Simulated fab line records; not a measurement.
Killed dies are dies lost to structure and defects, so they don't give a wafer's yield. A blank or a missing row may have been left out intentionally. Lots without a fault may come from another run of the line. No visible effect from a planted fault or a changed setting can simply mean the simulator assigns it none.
Chamber matching | flow n5Finfet | N5_GATE_CUT_DESCUM_18 on rieDiel-06: 4 sister chambers
The step chemistry O2, time 7 s. 16 wafers are shown with their chamber, then 8 later ones without.

== EACH WAFER AND ITS CHAMBER ==
wafer  | chamber | showerheadPlenumPTorr (Torr) | drypumpMotorCurrentA (A) | oesProductAu (a.u.)
L077.3 | 2       | 2.03                         | 6.7                      | 0.82
L077.4 | 1       | 2.19                         | 5.7                      | 0.71
L077.5 | 1       | 2.19                         | 5.7                      | 0.71
L080.2 | 1       | 2.18                         | 5.7                      | 0.71
L080.3 | 0       | 2.20                         | 5.7                      | 0.72
L080.4 | 2       | 2.03                         | 6.7                      | 0.81
L081.1 | 2       | 2.03                         | 6.7                      | 0.82
L081.3 | 3       | 2.00                         | 5.1                      | 0.75
L081.6 | 1       | 2.18                         | 5.7                      | 0.71
L082.1 | 3       | 2.00                         | 5.2                      | 0.75
L082.3 | 0       | 2.20                         | 5.7                      | 0.71
L082.4 | 1       | 2.18                         | 5.7                      | 0.70
L083.2 | 0       | 2.20                         | 5.7                      | 0.71
L083.3 | 3       | 2.00                         | 5.2                      | 0.75
L083.6 | 1       | 2.18                         | 5.7                      | 0.70
L091.1 | 1       | 2.18                         | 5.7                      | 0.70

SIGNATURES (means of the wafers above)
reading               | chamber 0 | chamber 1 | chamber 2 | chamber 3 | scatter within a chamber
showerheadPlenumPTorr | 2.2000    | 2.1829    | 2.0300    | 2.0000    | 0.00345
drypumpMotorCurrentA  | 5.700     | 5.700     | 6.700     | 5.167     | 0.0236
oesProductAu          | 0.7133    | 0.7057    | 0.8167    | 0.7500    | 0.00504
Rule: for a wafer and a chamber, the distance is found by dividing, reading by reading, the gap between the wafer's reading and the chamber's mean by the reading's scatter, squaring, summing and taking the root. If the next closest chamber is less than 2 further off than the closest, the wafer can't be placed; otherwise it belongs to the closest. The scatter: the root of (the sum of the squares of (reading less its chamber's mean) over the shown wafers, divided by (wafers less chambers)).

== WAFERS WITHOUT THEIR CHAMBER ==
wafer  | showerheadPlenumPTorr (Torr) | drypumpMotorCurrentA (A) | oesProductAu (a.u.)
L091.3 | 2.00                         | 5.2                      | 0.74
L091.6 | 2.20                         | 5.7                      | 0.70
L094.2 | 2.19                         | 5.7                      | 0.69
L094.3 | 2.00                         | 5.2                      | 0.74
L094.4 | 2.02                         | 6.7                      | 0.78
L097.2 | 2.17                         | 5.7                      | 0.69
L097.4 | 2.02                         | 6.7                      | 0.77
L097.5 | 1.99                         | 5.2                      | 0.73

== WHICH CHAMBER EACH WENT THROUGH ==
wafer  | from the rows above     | in truth
L091.3 | 3                       | 3
L091.6 | 0                       | 0
L094.2 | can't be placed: 1 or 0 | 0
L094.3 | 3                       | 3
L094.4 | 2                       | 2
L097.2 | 1                       | 1
L097.4 | 2                       | 2
L097.5 | 3                       | 3
Placed correctly: 7 of 8. Cannot be placed on the basis of these rows: 1; the candidates contain the true chamber in 1. Number placed wrongly: 0.
